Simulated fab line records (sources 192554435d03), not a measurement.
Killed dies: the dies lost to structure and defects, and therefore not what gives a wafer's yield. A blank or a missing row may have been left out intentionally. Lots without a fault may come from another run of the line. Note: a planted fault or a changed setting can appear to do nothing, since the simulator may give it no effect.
Comparing a struck lot with a sound one ; flow n5_finfet ; 15 out of 1938 route steps
Sound: these wafers, L724.1, L724.2, L724.6. Struck: wafers L715.2, L715.6 (left out: L715.5, a lot-mate that was not struck); the cause follows at the end.
At each step with rows: each side's tool, then ch and its chambers, then its first start. Under that, the readings that differ: sound wafers ; struck wafers ; difference of the means ; sigmas: that difference in standard deviations of wafers without a fault.
alike: readings whose means differ by less than 2 such deviations, and words and numbers that are the same on both sides. not compared: withheld readings, readings that some wafer has no value for, bounds like >300 that may hide the same value, and numbers for which the record gives no deviation and whose values overlap.
A row with sigmas, a row that says differs or no value, or rows on one side alone: a step with any of these is where the two part. Non-overlapping numbers with no deviation appear without sigmas and do not part them. Lack of a reading on every wafer of one side parts them only where that side has two or more wafers.

first, 2 steps without rows for these wafers: N5_PASSIVATION_DEVELOP_29 (develop time 60 s); N5_PASSIVATION_HARDBAKE_31 (time 120 s).
N5_PASSIVATION_CD_MEAS_30: target cd 4000 nm.
  sound on cd_sem-02 ch 0, day 17 07:10; struck on cd_sem-02 ch 0, day 15 01:46
  alike: cd_nm
N5_PASSIVATION_OVL_MEAS_63:
  sound on overlay-01 ch 0, day 17 07:12; struck on overlay-02 ch 0, day 15 01:47
  alike: PAD_OVL
N5_PASSIVATION_INSPECT_64: inspects for defects (macro).
  struck on defect_inspect-02, day 15 01:49; sound on defect_inspect-02, day 17 07:14
  alike: raw_defect_count
N5_PASSIVATION_DESCUM_32: chemistry O2, time 7.9 s.
  sound on rie_diel-03 ch 1,3, day 17 07:20; struck on rie_diel-03 ch 2, day 15 01:51
  alike: drypump_motor_current_A, oes_product_au, rf_vpp_V, showerhead_plenum_p_Torr, throttle_valve_pct
  not compared: rf_hours_counter_h
N5_PASSIVATION_AL_ETCH_33: etches Al in Cl2/BCl3, stops on TaN, target depth 2800 nm, time 466.7 s.
  sound on rie_metal-01 ch 0,1, day 17 07:25; struck on rie_metal-01 ch 0, day 15 01:56
  alike: drypump_motor_current_A, oes_product_au, throttle_valve_pct
  not compared: rf_hours_counter_h
N5_PASSIVATION_ETCH_59: etches TaN in Cl2/BCl3, target depth 65 nm, time 34.9 s.
  sound on rie_metal-01 ch 0,1, day 17 07:49; struck on rie_metal-01 ch 0, day 15 02:20
  alike: drypump_motor_current_A, oes_product_au, throttle_valve_pct
  not compared: rf_hours_counter_h
N5_PASSIVATION_STRIP_34: strips in O2.
  sound on rie_diel-03 ch 1,2, day 17 08:08; struck on rie_diel-03 ch 1,3, day 15 02:27
reading;sound;struck;difference;sigmas
rf_vpp_V (V);3.0 3.3 3.2;5.1 7.0;+2.9;+2
  alike: drypump_motor_current_A, oes_product_au, showerhead_plenum_p_Torr, throttle_valve_pct
  not compared: rf_hours_counter_h
then, 3 steps without rows for these wafers: N5_PASSIVATION_STRIP_51 (strips in post etch residue remover, time 1200 s); N5_PASSIVATION_CLEAN_69 (cleans in IPA, time 180 s); N5_PASSIVATION_SRD_70 (time 30 s).
N5_PASSIVATION_PECVD_53: deposits SiO2 from TEOS/O2, target thk 800 nm, time 169.4 s.
  sound on pecvd-04 ch 0,1, day 17 08:38; struck on pecvd-01 ch 2, day 15 03:08
reading;sound;struck;difference;sigmas
susceptor_temp_C (C);400.02 399.81 400.24;411.47 411.46;+11.44;+50
model.SiO2_of_PASSIVATION_PECVD_53.thk_nm (nm);797.6 785 802.8;742.8 744.2;-51.6;
  alike: chamber_pressure_Torr
N5_PASSIVATION_PECVD_35: deposits SiNx from SiH4/NH3/N2, target thk 700 nm, time 151.3 s.
  sound on pecvd-04 ch 0,1, day 17 08:44; struck on pecvd-01 ch 2, day 15 03:15
  alike: chamber_pressure_Torr, heater_power_w, showerhead_plenum_p_Torr, susceptor_temp_C, throttle_valve_pct
N5_PASSIVATION_PROBE_49:
  only the struck wafers here have rows in the record (prober-01, day 15 07:03); the sound ones have none

== WHERE THEY PART ==
Earliest at N5_PASSIVATION_STRIP_34; latest, in this record, at N5_PASSIVATION_PROBE_49.

WHY: what had been put in by the simulator
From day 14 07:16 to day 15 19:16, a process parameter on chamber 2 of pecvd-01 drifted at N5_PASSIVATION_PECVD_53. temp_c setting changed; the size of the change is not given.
